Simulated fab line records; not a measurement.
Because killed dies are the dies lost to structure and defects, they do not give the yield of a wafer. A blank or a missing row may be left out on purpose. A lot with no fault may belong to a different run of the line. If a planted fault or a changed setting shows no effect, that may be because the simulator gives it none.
fab line records	flow n5Finfet
[record] lots = 14	wafers = 42	lastDay = 19
route steps=1938 shown BEOL_M15@1783
lots with no fault: from the same line, run without faults
startH: start of the lot's first displayed wafer, in hours after the record's first day	waitH: hours from the lot's prior step to this one	" same as the row above	L1.1+2: one row covering several wafers at once	- no value, or no start was given	* or withheld: withheld	< > ~ a bound
route shown NAME@n: names a module that has steps shown in the file, with the first one's number in the route	usual: mean and standard deviation over wafers with no fault	same: alike in all rows	chamber/n: place in a boat	sites: each site's reading	_std_site: their standard deviation	_edge_site: the outer-site mean with the inner-site mean subtracted	radiusMm: how far each site lies from the wafer's centre	mask NAME#n: copy n	behind: tool/chamber where the wafer was last shaped	hold: the reason the lot was held/the length of the hold in hours/how it ended	device: whichever transistor did not switch (one of n, p or np)	end of line: the route-end tests of the same wafers	for a step that has no rows: nothing shown but its recipe	killed: dies that structure and defects cost at the first sort, which is not the same as the wafer's yield	map: the dies of a wafer, with x for killed, . for not killed, _ for no die there
set.NAME: the setting as run; set.NAME@STEP: as run at that earlier step	model.NAME: the simulator's own value behind a step, which no gauge read
route steps across a sampled set of lots; one table per step, one row per wafer
services: when a tool's chamber went out of use (startH, in hours from the record's first day, below 0 if earlier), for how many hours, and the reason
[[steps]]
[step N5_BEOL_M15_CD_MEAS_10]
[recipe] targetCdNm = 360	landingEnergyEv = 500	detector = seInlens	polarity = opening
[usual] cdNm = 359.7/1.5
lot.wafer	tool	chamber	startH	waitH	cdNm
L999.1	cdSem-01	0	251.14	-	359.5
L999.2	"	0	"	"	360.3
L999.6	"	0	"	"	362.1
L100.2	cdSem-02	0	278.90	-	359.4
L100.3	"	0	"	"	359.4
L100.5	"	0	"	"	358.0
L103.3	cdSem-01	0	285.99	-	359.0
L103.4	"	0	"	"	357.6
L103.6	"	0	"	"	358.2
L101.3	cdSem-02	0	289.95	-	359.9
L101.4	"	0	"	"	360.9
L101.5	"	0	"	"	358.4
L109.4	cdSem-03	0	331.36	-	361.0
L109.5	"	0	"	"	361.1
L109.6	"	0	"	"	357.1
L111.2	cdSem-01	0	341.93	-	360.1
L111.3	"	0	"	"	361.4
L111.4	"	0	"	"	360.5
L115.1	cdSem-03	0	347.60	-	357.3
L115.2	"	0	"	"	359.8
L115.4	"	0	"	"	358.4
L112.2	cdSem-03	0	366.43	-	363.1
L112.3	"	0	"	"	358.7
L112.4	"	0	"	"	361.8
L116.2	cdSem-01	0	369.53	-	360.1
L116.4	"	0	"	"	358.6
L116.5	"	0	"	"	358.7
L117.1	cdSem-02	0	399.56	-	359.9
L117.2	"	0	"	"	358.3
L117.3	"	0	"	"	359.1
L119.2	cdSem-02	0	411.91	-	360.9
L119.3	"	0	"	"	359.4
L119.4	"	0	"	"	358.7
L122.2	cdSem-01	0	427.25	-	358.8
L122.4	"	0	"	"	359.7
L122.6	"	0	"	"	357.6
L121.2	cdSem-01	0	427.72	-	357.8
L121.3	"	0	"	"	359.1
L121.5	"	0	"	"	357.7
L120.3	cdSem-01	0	427.94	-	361.7
L120.4	"	0	"	"	360.4
L120.5	"	0	"	"	361.5
[step N5_BEOL_M15_INSPECT_12]
[recipe] mode = adi	inspectInstrument = macro
[usual] rawDefectCount = 2.0/1.4
lot.wafer	tool	chamber	startH	waitH	rawDefectCount
L999.1	defectInspect-02	-	251.20	0.0	0
L999.2	"	-	"	"	2
L999.6	"	-	"	"	0
L100.2	defectInspect-01	-	278.95	0.0	3
L100.3	"	-	"	"	2
L100.5	"	-	"	"	2
L103.3	defectInspect-02	-	286.05	0.0	2
L103.4	"	-	"	"	5
L103.6	"	-	"	"	0
L101.3	defectInspect-02	-	290.00	0.0	3
L101.4	"	-	"	"	1
L101.5	"	-	"	"	4
L109.4	defectInspect-01	-	331.41	0.0	2
L109.5	"	-	"	"	3
L109.6	"	-	"	"	1
L111.2	defectInspect-02	-	341.98	0.0	1
L111.3	"	-	"	"	2
L111.4	"	-	"	"	2
L115.1	defectInspect-01	-	347.65	0.0	2
L115.2	"	-	"	"	4
L115.4	"	-	"	"	1
L112.2	defectInspect-02	-	366.48	0.0	4
L112.3	"	-	"	"	3
L112.4	"	-	"	"	2
L116.2	defectInspect-01	-	369.58	0.0	1
L116.4	"	-	"	"	3
L116.5	"	-	"	"	1
L117.1	defectInspect-02	-	399.62	0.0	3
L117.2	"	-	"	"	2
L117.3	"	-	"	"	2
L119.2	defectInspect-02	-	411.96	0.0	1
L119.3	"	-	"	"	0
L119.4	"	-	"	"	1
L122.2	defectInspect-02	-	427.30	0.0	3
L122.4	"	-	"	"	1
L122.6	"	-	"	"	3
L121.2	defectInspect-01	-	427.78	0.0	4
L121.3	"	-	"	"	0
L121.5	"	-	"	"	5
L120.3	defectInspect-02	-	427.99	0.0	1
L120.4	"	-	"	"	0
L120.5	"	-	"	"	1
[step N5_BEOL_M15_ETCH_59]
[recipe] chemistry = N2/H2	target = BARC	targetDepthA = 890	overetchA = 267	timeS = 67.9	ionEnergyEv = 200	pressureMtorr = 30	sourceW = 840	biasW = 150	n2FlowSccm = 200	h2FlowSccm = 200
[usual] drypumpMotorCurrentA = 6.0/0.49	oesProductAu = 0.66/0.076	rfVppV = 523.2/2.3	showerheadPlenumPTorr = 2.52/0.075	throttleValvePct = 17.93/0.28
[same] timeS = 67.9
lot.wafer	tool	chamber	startH	waitH	drypumpMotorCurrentA	oesProductAu	rfHoursCounterH	rfVppV	showerheadPlenumPTorr	throttleValvePct
L999.1	rieDiel-02	2	251.27	0.0	5.8	0.58	237	523.8	2.51	18.00
L999.2	"	1	"	"	5.7	0.60	194	525.9	2.63	17.98
L999.6	"	1	"	"	5.7	0.60	-	525.4	2.63	17.98
L100.2	rieDiel-05	3	279.22	0.0	5.2	0.61	225	523.5	2.50	17.97
L100.3	"	0	"	"	6.0	0.74	37	524.5	2.59	17.48
L100.5	"	1	"	"	5.7	0.60	-	519.4	2.42	18.31
L103.3	rieDiel-05	0	286.11	0.0	5.9	0.73	40	524.3	2.59	17.47
L103.4	"	2	"	"	6.8	0.80	7	522.7	2.51	17.51
L103.6	"	3	"	"	5.2	0.61	-	523.7	2.50	17.97
L101.3	rieDiel-06	2	290.07	0.0	6.7	0.59	246	518.5	2.40	18.12
L101.4	"	1	"	"	5.8	0.64	172	521.2	2.45	17.76
L101.5	"	0	"	"	6.5	0.73	-	525.3	2.57	17.72
L109.4	rieDiel-05	3	331.48	0.0	5.2	0.60	242	522.2	2.50	18.00
L109.5	"	2	"	"	6.8	0.76	-	523.5	2.51	17.52
L109.6	"	1	"	"	5.7	0.59	-	519.4	2.41	18.32
L111.2	rieDiel-05	1	342.05	0.0	5.8	0.58	251	519.4	2.41	18.33
L111.3	"	0	"	"	5.9	0.71	56	525.9	2.58	17.50
L111.4	"	3	"	"	5.2	0.60	246	522.7	2.50	18.01
L115.1	rieDiel-05	1	347.72	0.0	5.7	0.59	252	520.7	2.41	18.33
L115.2	"	0	"	"	6.0	0.71	57	523.6	2.58	17.50
L115.4	"	3	"	"	5.2	0.60	247	524.6	2.49	18.02
L112.2	rieDiel-06	1	366.67	0.0	5.8	0.62	194	518.2	2.44	17.77
L112.3	"	3	"	"	5.6	0.60	217	525.6	2.61	18.11
L112.4	"	1	"	"	5.8	0.62	-	520.5	2.44	17.79
L116.2	rieDiel-06	0	370.63	0.0	6.5	0.70	87	524.2	2.56	17.75
L116.4	"	0	"	"	6.4	0.70	-	523.0	2.56	17.76
L116.5	"	3	"	"	5.6	0.58	-	525.4	2.61	18.11
L117.1	rieDiel-02	1	399.92	0.0	5.7	0.58	238	526.0	2.61	18.06
L117.2	"	2	"	"	5.9	0.77	21	522.9	2.50	17.66
L117.3	"	0	"	"	6.5	0.59	215	522.7	2.52	18.29
L119.2	rieDiel-06	1	412.03	0.0	5.8	0.61	208	520.0	2.43	17.81
L119.3	"	0	"	"	6.5	0.69	99	523.7	2.56	17.76
L119.4	"	2	"	"	6.7	0.79	20	529.3	2.71	17.80
L122.2	rieDiel-02	3	427.37	0.0	6.6	0.62	184	520.5	2.42	18.29
L122.4	"	1	"	"	5.7	0.57	246	524.9	2.61	18.07
L122.6	"	1	"	"	5.7	0.57	-	526.3	2.61	18.07
L121.2	rieDiel-05	3	427.84	0.0	5.2	0.77	23	522.4	2.48	17.69
L121.3	"	1	"	"	5.7	0.83	3	528.1	2.73	17.96
L121.5	"	1	"	"	5.7	0.83	-	528.4	2.73	17.94
L120.3	rieDiel-02	0	428.06	0.0	6.6	0.59	223	524.0	2.52	18.30
L120.4	"	3	"	"	6.5	0.62	184	521.8	2.42	18.30
L120.5	"	2	"	"	5.8	0.76	-	521.1	2.49	17.69
[step N5_BEOL_M15_PEB_26]
[recipe] pebTempC = 130	pebTimeS = 90
[usual] chillPlateTempC = 23.01/0.1	exhaustPa = 45.1/0.85
lot.wafer	tool	chamber	startH	waitH	chillPlateTempC	exhaustPa
L999.1	lithoTrack-05	0	252.61	0.1	23.01	45.6
L999.2	"	0	"	"	23.06	46.2
L999.6	"	0	"	"	22.86	46.3
L100.2	lithoTrack-01	0	280.45	0.0	22.94	46.3
L100.3	"	0	"	"	23.01	44.7
L100.5	"	0	"	"	22.94	46.3
L103.3	lithoTrack-01	0	287.34	0.0	22.97	45.7
L103.4	"	0	"	"	23.12	44.7
L103.6	"	0	"	"	22.95	44.9
L101.3	lithoTrack-05	0	291.42	0.0	22.97	44.4
L101.4	"	0	"	"	22.92	44.2
L101.5	"	0	"	"	23.00	44.1
L109.4	lithoTrack-01	0	332.70	0.0	23.16	44.8
L109.5	"	0	"	"	23.04	45.4
L109.6	"	0	"	"	23.12	46.3
L111.2	lithoTrack-05	-	343.40	0.0	-	-
L111.3	"	-	"	"	-	-
L111.4	"	-	"	"	-	-
L115.1	lithoTrack-01	0	348.94	0.1	23.02	44.8
L115.2	"	0	"	"	23.06	46.4
L115.4	"	0	"	"	23.10	46.2
L112.2	lithoTrack-05	-	368.98	0.0	-	-
L112.3	"	-	"	"	-	-
L112.4	"	-	"	"	-	-
L116.2	lithoTrack-01	0	372.28	0.0	22.93	45.6
L116.4	"	0	"	"	22.91	45.9
L116.5	"	0	"	"	22.96	45.6
L117.1	lithoTrack-03	0	401.42	0.1	23.06	45.0
L117.2	"	0	"	"	23.05	44.7
L117.3	"	0	"	"	22.88	44.4
L119.2	lithoTrack-01	0	413.25	0.0	23.37	45.5
L119.3	"	0	"	"	23.04	45.1
L119.4	"	0	"	"	23.07	46.0
L122.2	lithoTrack-03	0	428.59	0.0	22.84	45.0
L122.4	"	0	"	"	23.03	44.8
L122.6	"	0	"	"	23.00	45.3
L121.2	lithoTrack-05	0	429.22	0.0	22.90	44.6
L121.3	"	0	"	"	23.02	44.2
L121.5	"	0	"	"	22.95	44.3
L120.3	lithoTrack-05	0	429.58	0.0	22.94	45.7
L120.4	"	0	"	"	22.98	46.5
L120.5	"	0	"	"	23.14	46.5
[[services]]
tool	chamber	startH	hours	kind
rieDiel-06	1	240.99	8.6	repair
rieDiel-05	2	250.56	-	clean
rieDiel-05	2	250.56	-	consumableReplace:focusRing
rieDiel-05	2	250.56	17.4	scheduledDown
rieDiel-05	2	250.56	17.4	ventCycle
rieDiel-02	2	299.96	-	clean
rieDiel-02	2	299.96	-	consumableReplace:focusRing
rieDiel-02	2	299.96	22.6	scheduledDown
rieDiel-02	2	299.96	22.6	ventCycle
rieDiel-06	2	304.96	-	clean
rieDiel-06	2	304.96	-	consumableReplace:focusRing
rieDiel-06	2	304.96	-	consumableReplace:showerhead
rieDiel-06	1	319.92	6.7	repair
rieDiel-06	3	357.07	4.4	repair
rieDiel-05	3	357.31	-	clean
rieDiel-05	3	357.31	-	consumableReplace:focusRing
rieDiel-05	3	357.31	14.6	scheduledDown
rieDiel-05	3	357.31	14.6	ventCycle
rieDiel-05	2	361.93	29.1	repair
rieDiel-05	1	391.05	-	clean
rieDiel-05	1	391.05	-	consumableReplace:focusRing
rieDiel-05	1	391.05	-	consumableReplace:showerhead
rieDiel-05	1	391.05	27.9	scheduledDown
rieDiel-05	1	391.05	27.9	ventCycle
[[key]]
[firstSign] step = N5_BEOL_M15_PEB_26	reading = toolRecord	direction = missing
effect none on later readings
metAt N5_BEOL_M15_PEB_26
struckLots L111,L112
laterRowsLeftOut L111.2,L111.3,L111.4,L112.2,L112.3,L112.4
sortLeftOut L111.2,L111.3,L111.4,L112.2,L112.3,L112.4
notActingAt N5_BEOL_M15_CD_MEAS_10,N5_BEOL_M15_INSPECT_12,N5_BEOL_M15_ETCH_59
onsetBetween 291.42 343.40
[fault] kind = skippedStepWhole	tool = lithoTrack-05	chamber = -	onsetH = 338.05	steps = N5_BEOL_M15_PEB_26	scope = struckLotsOnly
// sortLeftOut: the simulated sort isn't trusted on such a fault, so these wafers' sort isn't shown, and their yield isn't known
// laterRowsLeftOut: the simulator's readings of these wafers behind a module that went badly wrong aren't trusted and aren't shown, but for the sort
